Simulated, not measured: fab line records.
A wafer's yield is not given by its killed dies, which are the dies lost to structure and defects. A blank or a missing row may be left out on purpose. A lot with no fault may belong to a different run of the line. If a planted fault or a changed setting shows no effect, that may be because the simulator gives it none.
Split-lot experiment || flow n5_finfet || route with 1938 steps; 7 lots, 21 wafers read

SPLIT DETAILS
At N5_BEOL_M14_DEP_53 (deposits SiCN from 3MS/NH3, target thk 50 nm, time 17.8 s), the setting time_s was moved away from the recipe's 17.8 s on 9 of the 21 wafers read, by -8.1% to +12.9%. For the rest of the wafers, this setting stayed at what the recipe calls for.

The reading comes from the split's own step.

THE READING
SiCN_of_BEOL_M14_DEP_53.thk_nm (the simulator's own value, which no gauge read), in nm, at N5_BEOL_M14_DEP_53 (deposits SiCN from 3MS/NH3, target thk 50 nm, time 17.8 s). No usual value for it is given in the file. Here, 12 wafers ran the recipe; their average is 49.6 nm with a standard deviation of 0.51 nm.

{"wafer": "L079.1", "tool, chamber at the split": "pecvd-02, 2", "time_s as run, s": 17.8, "against the recipe": "recipe", "SiCN_of_BEOL_M14_DEP_53.thk_nm, nm": 49, "against lot-mates on the recipe": "-"}
{"wafer": "L079.2", "tool, chamber at the split": "pecvd-02, 1", "time_s as run, s": 17.8, "against the recipe": "recipe", "SiCN_of_BEOL_M14_DEP_53.thk_nm, nm": 49.2, "against lot-mates on the recipe": "-"}
{"wafer": "L079.3", "tool, chamber at the split": "pecvd-02, 0", "time_s as run, s": 16.36, "against the recipe": "-8.1%", "SiCN_of_BEOL_M14_DEP_53.thk_nm, nm": 45.8, "against lot-mates on the recipe": -3.3}
{"wafer": "L080.3", "tool, chamber at the split": "pecvd-02, 0", "time_s as run, s": 17.8, "against the recipe": "recipe", "SiCN_of_BEOL_M14_DEP_53.thk_nm, nm": 49.6, "against lot-mates on the recipe": "-"}
{"wafer": "L080.4", "tool, chamber at the split": "pecvd-02, 2", "time_s as run, s": 17.8, "against the recipe": "recipe", "SiCN_of_BEOL_M14_DEP_53.thk_nm, nm": 49.8, "against lot-mates on the recipe": "-"}
{"wafer": "L080.6", "tool, chamber at the split": "pecvd-02, 0", "time_s as run, s": 17.8, "against the recipe": "recipe", "SiCN_of_BEOL_M14_DEP_53.thk_nm, nm": 50.6, "against lot-mates on the recipe": "-"}
{"wafer": "L081.1", "tool, chamber at the split": "pecvd-03, 1", "time_s as run, s": 17.8, "against the recipe": "recipe", "SiCN_of_BEOL_M14_DEP_53.thk_nm, nm": 49, "against lot-mates on the recipe": "-"}
{"wafer": "L081.4", "tool, chamber at the split": "pecvd-03, 1", "time_s as run, s": 19.59, "against the recipe": "+10.1%", "SiCN_of_BEOL_M14_DEP_53.thk_nm, nm": 54.2, "against lot-mates on the recipe": "+4.8"}
{"wafer": "L081.6", "tool, chamber at the split": "pecvd-03, 2", "time_s as run, s": 17.8, "against the recipe": "recipe", "SiCN_of_BEOL_M14_DEP_53.thk_nm, nm": 49.8, "against lot-mates on the recipe": "-"}
{"wafer": "L082.2", "tool, chamber at the split": "pecvd-04, 1", "time_s as run, s": 20.1, "against the recipe": "+12.9%", "SiCN_of_BEOL_M14_DEP_53.thk_nm, nm": 55.6, "against lot-mates on the recipe": "no lot-mate on the recipe"}
{"wafer": "L082.3", "tool, chamber at the split": "pecvd-04, 0,2", "time_s as run, s": 20.1, "against the recipe": "+12.9%", "SiCN_of_BEOL_M14_DEP_53.thk_nm, nm": 56.2, "against lot-mates on the recipe": "no lot-mate on the recipe"}
{"wafer": "L082.4", "tool, chamber at the split": "pecvd-04, 0,2", "time_s as run, s": 20.1, "against the recipe": "+12.9%", "SiCN_of_BEOL_M14_DEP_53.thk_nm, nm": 56.2, "against lot-mates on the recipe": "no lot-mate on the recipe"}
{"wafer": "L088.3", "tool, chamber at the split": "pecvd-02, 1", "time_s as run, s": 18.91, "against the recipe": "+6.2%", "SiCN_of_BEOL_M14_DEP_53.thk_nm, nm": 51.8, "against lot-mates on the recipe": "no lot-mate on the recipe"}
{"wafer": "L088.4", "tool, chamber at the split": "pecvd-02, 1", "time_s as run, s": 18.91, "against the recipe": "+6.2%", "SiCN_of_BEOL_M14_DEP_53.thk_nm, nm": 53, "against lot-mates on the recipe": "no lot-mate on the recipe"}
{"wafer": "L088.6", "tool, chamber at the split": "pecvd-02, 2", "time_s as run, s": 18.91, "against the recipe": "+6.2%", "SiCN_of_BEOL_M14_DEP_53.thk_nm, nm": 52.2, "against lot-mates on the recipe": "no lot-mate on the recipe"}
{"wafer": "L097.4", "tool, chamber at the split": "pecvd-04, 2", "time_s as run, s": 17.8, "against the recipe": "recipe", "SiCN_of_BEOL_M14_DEP_53.thk_nm, nm": 50.4, "against lot-mates on the recipe": "-"}
{"wafer": "L097.5", "tool, chamber at the split": "pecvd-04, 0", "time_s as run, s": 17.8, "against the recipe": "recipe", "SiCN_of_BEOL_M14_DEP_53.thk_nm, nm": 49.2, "against lot-mates on the recipe": "-"}
{"wafer": "L097.6", "tool, chamber at the split": "pecvd-04, 2", "time_s as run, s": 16.79, "against the recipe": "-5.7%", "SiCN_of_BEOL_M14_DEP_53.thk_nm, nm": 47, "against lot-mates on the recipe": -2.8}
{"wafer": "L096.1", "tool, chamber at the split": "pecvd-03, 0", "time_s as run, s": 17.8, "against the recipe": "recipe", "SiCN_of_BEOL_M14_DEP_53.thk_nm, nm": 49.2, "against lot-mates on the recipe": "-"}
{"wafer": "L096.5", "tool, chamber at the split": "pecvd-03, 1", "time_s as run, s": 17.8, "against the recipe": "recipe", "SiCN_of_BEOL_M14_DEP_53.thk_nm, nm": 50, "against lot-mates on the recipe": "-"}
{"wafer": "L096.6", "tool, chamber at the split": "pecvd-03, 2", "time_s as run, s": 17.8, "against the recipe": "recipe", "SiCN_of_BEOL_M14_DEP_53.thk_nm, nm": 49.4, "against lot-mates on the recipe": "-"}
Rows listing several chambers each stand for several wafers; the file does not say which wafer went through which chamber.

THE FIT
A straight line over all 21 wafers: SiCN_of_BEOL_M14_DEP_53.thk_nm changes by +0.48 nm for each +1% of time_s; r = +0.99; the points scatter about the line by 0.49 nm.
The same after taking each lot's own level away (the mean of its wafers on the recipe; 15 wafers): +0.458 nm for each +1%; r = +0.97; scatter 0.41 nm.
That fit puts the effect of the largest move of time_s on the reading at 5.9 nm.
The lots' own levels span 49.10 to 50.00 nm, that is 1.8 times the standard deviation above.
Consequently the slope shifts little with the lot-to-lot level, the two slopes agreeing.
Check: +4.37 nm against its lot-mates is what the line predicts for one of the wafers moved furthest among these (+10.1%) when that wafer is left out of the fit. Against them it came out at +4.8 nm.

THE OTHER SPLITS THESE WAFERS WENT THROUGH
Other splits were also applied to these wafers ahead of the reading. Each is held against what the fit with the lots' levels taken away leaves over:
{"other split on the same wafers": "N5_BEOL_M14_PEB_08 peb_temp_c", "wafers away from the commonest value": 8, "r with SiCN_of_BEOL_M14_DEP_53.thk_nm (lot level and that fit taken away)": "+0.02"}

THE FILE'S OWN FIT
SiCN_of_BEOL_M14_DEP_53.thk_nm changes by +0.457 nm for each +1% of time_s, r = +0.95.
